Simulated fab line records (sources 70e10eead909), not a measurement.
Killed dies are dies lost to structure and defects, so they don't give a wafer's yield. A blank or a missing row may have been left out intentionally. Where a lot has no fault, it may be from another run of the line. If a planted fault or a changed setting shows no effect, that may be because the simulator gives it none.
Which of the tools did it? :: flow nand_harc :: 12 lots, 36 wafers sampled, at 5 steps of a route of 1302

== WHAT THE GAUGES READ, wafer by wafer ==
NHARC_END_SORT_01.
lot: L538
measured: day 24 20:28
on: prober-02
killed_at_array: 70 84 67
killed_at_other: 0 0 0
killed_at_periphery: 3 3 0
killed_dies: 73 87 67
killed_open: 4 5 3
killed_short: 2 2 1

lot: L539
measured: day 25 13:18
on: prober-02
killed_at_array: 55 75 56
killed_at_other: 0 2 1
killed_at_periphery: 4 6 5
killed_dies: 59 83 62
killed_open: 0 3 3
killed_short: 3 2 1

lot: L544
measured: day 27 00:29
on: prober-01
killed_at_array: 39 36 39
killed_at_other: 0 0 0
killed_at_periphery: 4 2 3
killed_dies: 43 38 42
killed_open: 4 3 0
killed_short: 5 1 4

lot: L542
measured: day 27 09:49
on: prober-01
killed_at_array: 60 56 65
killed_at_other: 0 0 0
killed_at_periphery: 1 3 2
killed_dies: 61 59 67
killed_open: 6 5 3
killed_short: 1 2 1

lot: L543
measured: day 28 11:44
on: prober-01
killed_at_array: 92 82 77
killed_at_other: 0 3 0
killed_at_periphery: 2 7 3
killed_dies: 94 92 80
killed_open: 2 3 5
killed_short: 0 1 3

lot: L545
measured: day 28 11:47
on: prober-02
killed_at_array: 18 19 15
killed_at_other: 6 7 4
killed_at_periphery: 3 4 4
killed_dies: 27 30 23
killed_open: 5 3 3
killed_short: 2 1 1

lot: L548
measured: day 29 14:52
on: prober-02
killed_at_array: 672 672 675
killed_at_other: 2 0 0
killed_at_periphery: 3 5 2
killed_dies: 677 677 677
killed_open: 5 1 1
killed_short: 7 0 3

lot: L549
measured: day 30 19:32
on: prober-02
killed_at_array: 673 671 673
killed_at_other: 1 0 0
killed_at_periphery: 3 6 4
killed_dies: 677 677 677
killed_open: 1 1 0
killed_short: 3 5 2

lot: L550
measured: day 30 07:34
on: prober-01
killed_at_array: 671 672 674
killed_at_other: 1 1 1
killed_at_periphery: 5 4 2
killed_dies: 677 677 677
killed_open: 4 6 0
killed_short: 5 0 3

lot: L551
measured: day 31 00:41
on: prober-01
killed_at_array: 54 52 49
killed_at_other: 0 0 0
killed_at_periphery: 7 2 2
killed_dies: 61 54 51
killed_open: 5 1 5
killed_short: 2 2 1

lot: L558
measured: day 34 08:27
on: prober-01
killed_at_array: 49 61 65
killed_at_other: 0 0 1
killed_at_periphery: 3 1 6
killed_dies: 52 62 72
killed_open: 3 3 4
killed_short: 2 3 3

lot: L559
measured: day 34 08:28
on: prober-02
killed_at_array: 72 65 62
killed_at_other: 0 0 0
killed_at_periphery: 3 5 1
killed_dies: 75 70 63
killed_open: 3 4 1
killed_short: 4 1 3

== WHICH TOOL RAN EACH LOT (tool, then ch and the chambers of the sampled wafers, then the start) ==
lot: L538
NHARC_A_STAIRCASE_ETCH_223: rie_diel-13 ch 0,1,2, day 16 17:28 or earlier
NHARC_A_STAIRCASE_ETCH_225: rie_diel-13 ch 1,2,3, day 16 17:28 or earlier
NHARC_A_STAIRCASE_TRIM_226: rie_diel-13 ch 0,1,3, day 16 17:28
NHARC_A_STAIRCASE_TRIM_235: rie_diel-13 ch 0,2,3, day 24 20:28 or earlier

lot: L539
NHARC_A_STAIRCASE_ETCH_223: rie_diel-11 ch 0,3, day 17 05:56 or earlier
NHARC_A_STAIRCASE_ETCH_225: rie_diel-11 ch 0,2, day 17 05:56 or earlier
NHARC_A_STAIRCASE_TRIM_226: rie_diel-11 ch 1,3, day 17 05:56
NHARC_A_STAIRCASE_TRIM_235: rie_diel-11 ch 1,2, day 25 13:18 or earlier

lot: L544
NHARC_A_STAIRCASE_ETCH_223: rie_diel-13 ch 2,3, day 19 01:31 or earlier
NHARC_A_STAIRCASE_ETCH_225: rie_diel-13 ch 0,1, day 19 01:31 or earlier
NHARC_A_STAIRCASE_TRIM_226: rie_diel-13 ch 2,3, day 19 01:31
NHARC_A_STAIRCASE_TRIM_235: rie_diel-13 ch 1,2,3, day 27 00:29 or earlier

lot: L542
NHARC_A_STAIRCASE_ETCH_223: rie_diel-11 ch 1,2,3, day 19 02:38 or earlier
NHARC_A_STAIRCASE_ETCH_225: rie_diel-11 ch 0,1,3, day 19 02:38 or earlier
NHARC_A_STAIRCASE_TRIM_226: rie_diel-11 ch 1,2,3, day 19 02:38
NHARC_A_STAIRCASE_TRIM_235: rie_diel-13 ch 0,3, day 27 09:49 or earlier

lot: L543
NHARC_A_STAIRCASE_ETCH_223: rie_diel-13 ch 0,2,3, day 19 21:58 or earlier
NHARC_A_STAIRCASE_ETCH_225: rie_diel-13 ch 0,1,2, day 19 21:58 or earlier
NHARC_A_STAIRCASE_TRIM_226: rie_diel-13 ch 0,1,2, day 19 21:58
NHARC_A_STAIRCASE_TRIM_235: rie_diel-08 ch 1,2,3, day 28 11:44 or earlier

lot: L545
NHARC_A_STAIRCASE_ETCH_223: rie_diel-11 ch 0,1, day 20 07:23 or earlier
NHARC_A_STAIRCASE_ETCH_225: rie_diel-11 ch 2,3, day 20 07:23 or earlier
NHARC_A_STAIRCASE_TRIM_226: rie_diel-11 ch 1,2, day 20 07:23
NHARC_A_STAIRCASE_TRIM_235: rie_diel-08 ch 2,3, day 28 11:47 or earlier

lot: L548
NHARC_A_STAIRCASE_ETCH_223: rie_diel-13 ch 2,3, day 21 13:41 or earlier
NHARC_A_STAIRCASE_ETCH_225: rie_diel-13 ch 1,2,3, day 21 13:41 or earlier
NHARC_A_STAIRCASE_TRIM_226: rie_diel-13 ch 0,1, day 21 13:41
NHARC_A_STAIRCASE_TRIM_235: rie_diel-08 ch 0,2,3, day 29 14:52 or earlier

lot: L549
NHARC_A_STAIRCASE_ETCH_223: rie_diel-11 ch 0,2,3, day 22 04:41 or earlier
NHARC_A_STAIRCASE_ETCH_225: rie_diel-11 ch 1,2,3, day 22 04:41 or earlier
NHARC_A_STAIRCASE_TRIM_226: rie_diel-11 ch 1,2,3, day 22 04:41
NHARC_A_STAIRCASE_TRIM_235: rie_diel-11 ch 1,2,3, day 30 19:32 or earlier

lot: L550
NHARC_A_STAIRCASE_ETCH_223: rie_diel-13 ch 1,2,3, day 22 05:41 or earlier
NHARC_A_STAIRCASE_ETCH_225: rie_diel-13 ch 1,3, day 22 05:41 or earlier
NHARC_A_STAIRCASE_TRIM_226: rie_diel-13 ch 1,2,3, day 22 05:41
NHARC_A_STAIRCASE_TRIM_235: rie_diel-13 ch 1,2,3, day 30 07:34 or earlier

lot: L551
NHARC_A_STAIRCASE_ETCH_223: rie_diel-08 ch 2,3, day 22 15:27 or earlier
NHARC_A_STAIRCASE_ETCH_225: rie_diel-08 ch 0,1,3, day 22 15:27 or earlier
NHARC_A_STAIRCASE_TRIM_226: rie_diel-08 ch 0,2,3, day 22 15:27
NHARC_A_STAIRCASE_TRIM_235: rie_diel-08 ch 0,1,2, day 31 00:41 or earlier

lot: L558
NHARC_A_STAIRCASE_ETCH_223: rie_diel-08 ch 0,1,2, day 25 07:11 or earlier
NHARC_A_STAIRCASE_ETCH_225: rie_diel-08 ch 0,1,2, day 25 07:11 or earlier
NHARC_A_STAIRCASE_TRIM_226: rie_diel-08 ch 0,2,3, day 25 07:11
NHARC_A_STAIRCASE_TRIM_235: rie_diel-08 ch 2,3, day 34 08:27 or earlier

lot: L559
NHARC_A_STAIRCASE_ETCH_223: rie_diel-13 ch 0,1, day 25 16:53 or earlier
NHARC_A_STAIRCASE_ETCH_225: rie_diel-13 ch 1,3, day 25 16:53 or earlier
NHARC_A_STAIRCASE_TRIM_226: rie_diel-13 ch 0,2, day 25 16:53
NHARC_A_STAIRCASE_TRIM_235: rie_diel-08 ch 0,1,3, day 34 08:28 or earlier
- NHARC_A_STAIRCASE_ETCH_223: etches the open film in C4F8/O2, target depth 100 nm, time 40.5 s.
- NHARC_A_STAIRCASE_ETCH_225: etches the open film in C4F8/O2, target depth 100 nm, time 40.5 s.
- NHARC_A_STAIRCASE_TRIM_226: chemistry O2, time 211.2 s.
- NHARC_A_STAIRCASE_TRIM_235: chemistry O2, time 211.2 s.

== AS READ BY THE TOOLS THEMSELVES (means over the sampled wafers that have a number; for cases with no such wafer, the mark the record gives instead) ==
NHARC_A_STAIRCASE_ETCH_223.
lot: L538
tool: rie_diel-13
oes_product_au (a.u.): 0.938
rf_vpp_V (V): 896

lot: L539
tool: rie_diel-11
oes_product_au (a.u.): 0.936
rf_vpp_V (V): 894

lot: L544
tool: rie_diel-13
oes_product_au (a.u.): 0.945
rf_vpp_V (V): 903

lot: L542
tool: rie_diel-11
oes_product_au (a.u.): 0.950
rf_vpp_V (V): 895

lot: L543
tool: rie_diel-13
oes_product_au (a.u.): 0.949
rf_vpp_V (V): 899

lot: L545
tool: rie_diel-11
oes_product_au (a.u.): 0.943
rf_vpp_V (V): 889

lot: L548
tool: rie_diel-13
oes_product_au (a.u.): 0.938
rf_vpp_V (V): 902

lot: L549
tool: rie_diel-11
oes_product_au (a.u.): 0.946
rf_vpp_V (V): 892

lot: L550
tool: rie_diel-13
oes_product_au (a.u.): 0.944
rf_vpp_V (V): 896

lot: L551
tool: rie_diel-08
oes_product_au (a.u.): 0.931
rf_vpp_V (V): 900

lot: L558
tool: rie_diel-08
oes_product_au (a.u.): 0.943
rf_vpp_V (V): 896

lot: L559
tool: rie_diel-13
oes_product_au (a.u.): 0.941
rf_vpp_V (V): 892

NHARC_A_STAIRCASE_ETCH_225.
lot: L538
tool: rie_diel-13
oes_product_au (a.u.): 0.944
rf_vpp_V (V): 897

lot: L539
tool: rie_diel-11
oes_product_au (a.u.): 0.946
rf_vpp_V (V): 893

lot: L544
tool: rie_diel-13
oes_product_au (a.u.): 0.944
rf_vpp_V (V): 893

lot: L542
tool: rie_diel-11
oes_product_au (a.u.): 0.949
rf_vpp_V (V): 893

lot: L543
tool: rie_diel-13
oes_product_au (a.u.): 0.945
rf_vpp_V (V): 897

lot: L545
tool: rie_diel-11
oes_product_au (a.u.): 0.938
rf_vpp_V (V): 896

lot: L548
tool: rie_diel-13
oes_product_au (a.u.): 0.941
rf_vpp_V (V): 896

lot: L549
tool: rie_diel-11
oes_product_au (a.u.): 0.945
rf_vpp_V (V): 894

lot: L550
tool: rie_diel-13
oes_product_au (a.u.): 0.941
rf_vpp_V (V): 891

lot: L551
tool: rie_diel-08
oes_product_au (a.u.): 0.943
rf_vpp_V (V): 901

lot: L558
tool: rie_diel-08
oes_product_au (a.u.): 0.951
rf_vpp_V (V): 898

lot: L559
tool: rie_diel-13
oes_product_au (a.u.): 0.943
rf_vpp_V (V): 891

NHARC_A_STAIRCASE_TRIM_226.
lot: L538
tool: rie_diel-13
chamber_pressure_mTorr (mTorr): 59.98
drypump_motor_current_A (A): 5.9
oes_product_au (a.u.): 0.994
rf_vpp_V (V): 57.1
showerhead_plenum_p_Torr (Torr): 3.47
throttle_valve_pct (%): 17.031

lot: L539
tool: rie_diel-11
chamber_pressure_mTorr (mTorr): 60.08
drypump_motor_current_A (A): 6.2
oes_product_au (a.u.): 1.000
rf_vpp_V (V): 57.9
showerhead_plenum_p_Torr (Torr): 3.49
throttle_valve_pct (%): 17.032

lot: L544
tool: rie_diel-13
chamber_pressure_mTorr (mTorr): 59.99
drypump_motor_current_A (A): 5.9
oes_product_au (a.u.): 1.000
rf_vpp_V (V): 58.9
showerhead_plenum_p_Torr (Torr): 3.72
throttle_valve_pct (%): 17.034

lot: L542
tool: rie_diel-11
chamber_pressure_mTorr (mTorr): 60.04
drypump_motor_current_A (A): 6.3
oes_product_au (a.u.): 1.002
rf_vpp_V (V): 57.9
showerhead_plenum_p_Torr (Torr): 3.49
throttle_valve_pct (%): 17.041

lot: L543
tool: rie_diel-13
chamber_pressure_mTorr (mTorr): 60.01
drypump_motor_current_A (A): 5.9
oes_product_au (a.u.): 1.015
rf_vpp_V (V): 58.0
showerhead_plenum_p_Torr (Torr): 3.54
throttle_valve_pct (%): 17.037

lot: L545
tool: rie_diel-11
chamber_pressure_mTorr (mTorr): 60.05
drypump_motor_current_A (A): 6.3
oes_product_au (a.u.): 0.994
rf_vpp_V (V): 57.9
showerhead_plenum_p_Torr (Torr): 3.45
throttle_valve_pct (%): 17.045

lot: L548
tool: rie_diel-13
chamber_pressure_mTorr (mTorr): -
drypump_motor_current_A (A): -
oes_product_au (a.u.): -
rf_vpp_V (V): -
showerhead_plenum_p_Torr (Torr): -
throttle_valve_pct (%): -

lot: L549
tool: rie_diel-11
chamber_pressure_mTorr (mTorr): -
drypump_motor_current_A (A): -
oes_product_au (a.u.): -
rf_vpp_V (V): -
showerhead_plenum_p_Torr (Torr): -
throttle_valve_pct (%): -

lot: L550
tool: rie_diel-13
chamber_pressure_mTorr (mTorr): -
drypump_motor_current_A (A): -
oes_product_au (a.u.): -
rf_vpp_V (V): -
showerhead_plenum_p_Torr (Torr): -
throttle_valve_pct (%): -

lot: L551
tool: rie_diel-08
chamber_pressure_mTorr (mTorr): 60.03
drypump_motor_current_A (A): 5.6
oes_product_au (a.u.): 0.992
rf_vpp_V (V): 58.4
showerhead_plenum_p_Torr (Torr): 3.69
throttle_valve_pct (%): 17.038

lot: L558
tool: rie_diel-08
chamber_pressure_mTorr (mTorr): 59.99
drypump_motor_current_A (A): 5.6
oes_product_au (a.u.): 0.997
rf_vpp_V (V): 58.6
showerhead_plenum_p_Torr (Torr): 3.67
throttle_valve_pct (%): 17.032

lot: L559
tool: rie_diel-13
chamber_pressure_mTorr (mTorr): 60.03
drypump_motor_current_A (A): 5.4
oes_product_au (a.u.): 1.000
rf_vpp_V (V): 57.8
showerhead_plenum_p_Torr (Torr): 3.58
throttle_valve_pct (%): 17.034

NHARC_A_STAIRCASE_TRIM_235.
lot: L538
tool: rie_diel-13
chamber_pressure_mTorr (mTorr): 60.07
drypump_motor_current_A (A): 5.7
oes_product_au (a.u.): 1.003
rf_vpp_V (V): 58.2
showerhead_plenum_p_Torr (Torr): 3.63
throttle_valve_pct (%): 17.043

lot: L539
tool: rie_diel-11
chamber_pressure_mTorr (mTorr): 59.97
drypump_motor_current_A (A): 6.3
oes_product_au (a.u.): 1.004
rf_vpp_V (V): 57.5
showerhead_plenum_p_Torr (Torr): 3.46
throttle_valve_pct (%): 17.042

lot: L544
tool: rie_diel-13
chamber_pressure_mTorr (mTorr): 59.98
drypump_motor_current_A (A): 6.2
oes_product_au (a.u.): 1.008
rf_vpp_V (V): 56.8
showerhead_plenum_p_Torr (Torr): 3.56
throttle_valve_pct (%): 17.037

lot: L542
tool: rie_diel-13
chamber_pressure_mTorr (mTorr): 60.04
drypump_motor_current_A (A): 5.3
oes_product_au (a.u.): 0.985
rf_vpp_V (V): 58.3
showerhead_plenum_p_Torr (Torr): 3.52
throttle_valve_pct (%): 17.046

lot: L543
tool: rie_diel-08
chamber_pressure_mTorr (mTorr): 60.01
drypump_motor_current_A (A): 6.1
oes_product_au (a.u.): 1.000
rf_vpp_V (V): 57.9
showerhead_plenum_p_Torr (Torr): 3.58
throttle_valve_pct (%): 17.034

lot: L545
tool: rie_diel-08
chamber_pressure_mTorr (mTorr): 60.08
drypump_motor_current_A (A): 5.8
oes_product_au (a.u.): 0.994
rf_vpp_V (V): 58.4
showerhead_plenum_p_Torr (Torr): 3.62
throttle_valve_pct (%): 17.035

lot: L548
tool: rie_diel-08
chamber_pressure_mTorr (mTorr): 60.04
drypump_motor_current_A (A): 5.6
oes_product_au (a.u.): 0.997
rf_vpp_V (V): 58.1
showerhead_plenum_p_Torr (Torr): 3.69
throttle_valve_pct (%): 17.024

lot: L549
tool: rie_diel-11
chamber_pressure_mTorr (mTorr): 59.99
drypump_motor_current_A (A): 6.3
oes_product_au (a.u.): 1.000
rf_vpp_V (V): 58.1
showerhead_plenum_p_Torr (Torr): 3.48
throttle_valve_pct (%): 17.036

lot: L550
tool: rie_diel-13
chamber_pressure_mTorr (mTorr): 60.01
drypump_motor_current_A (A): 6.1
oes_product_au (a.u.): 0.997
rf_vpp_V (V): 58.3
showerhead_plenum_p_Torr (Torr): 3.55
throttle_valve_pct (%): 17.041

lot: L551
tool: rie_diel-08
chamber_pressure_mTorr (mTorr): 59.99
drypump_motor_current_A (A): 5.6
oes_product_au (a.u.): 0.996
rf_vpp_V (V): 57.4
showerhead_plenum_p_Torr (Torr): 3.58
throttle_valve_pct (%): 17.040

lot: L558
tool: rie_diel-08
chamber_pressure_mTorr (mTorr): 60.05
drypump_motor_current_A (A): 6.0
oes_product_au (a.u.): 0.998
rf_vpp_V (V): 58.3
showerhead_plenum_p_Torr (Torr): 3.66
throttle_valve_pct (%): 17.038

lot: L559
tool: rie_diel-08
chamber_pressure_mTorr (mTorr): 60.00
drypump_motor_current_A (A): 5.9
oes_product_au (a.u.): 1.000
rf_vpp_V (V): 57.8
showerhead_plenum_p_Torr (Torr): 3.63
throttle_valve_pct (%): 17.025

== THE ANSWER, worked out from the rows above alone ==
Rule: the usual values come from the lots themselves. The widest of any qualifying gaps counts: lots, ordered by their means at a reading, are off when they make up no more than a third of the lots, leave a main group of 4 or more, and stand apart from it by 3 or more times the standard deviation of that group's means. A main group is skipped when, at the precision printed for the reading in the tables above, its means are all equal. A lot without any number at a reading at which 4 lots or more have one is off too. The other lots that the step has rows for count as sound. The gauges are gone through in route order, then the tools' own readings, and for those a lot's mean is taken as printed above. At the first step where some lot is off, the reading lying furthest off is the one used; lots without a number count as furthest.
Off, at NHARC_END_SORT_01 on killed_dies: L548, L549, L550. For the main group the mean is 61 and the standard deviation 17.
If a tool, at a process step before that reading, ran all the lots that are off and no sound lot after the first of them, it fits. Not tried: the gauges at NHARC_END_SORT_01; whatever is off there is also off at NHARC_A_STAIRCASE_TRIM_226, on other tools, and gauge error can't account for it. NHARC_A_STAIRCASE_ETCH_223: start missing for some lots; hours and lot order therefore follow NHARC_A_STAIRCASE_TRIM_226. NHARC_A_STAIRCASE_ETCH_225: start missing for some lots; hours and lot order therefore follow NHARC_A_STAIRCASE_TRIM_226. NHARC_A_STAIRCASE_TRIM_235: start missing for some lots; hours and lot order therefore follow NHARC_END_SORT_01. No candidate that was tried fits.

== WHAT HAD BEEN PUT IN BY THE SIMULATOR ==
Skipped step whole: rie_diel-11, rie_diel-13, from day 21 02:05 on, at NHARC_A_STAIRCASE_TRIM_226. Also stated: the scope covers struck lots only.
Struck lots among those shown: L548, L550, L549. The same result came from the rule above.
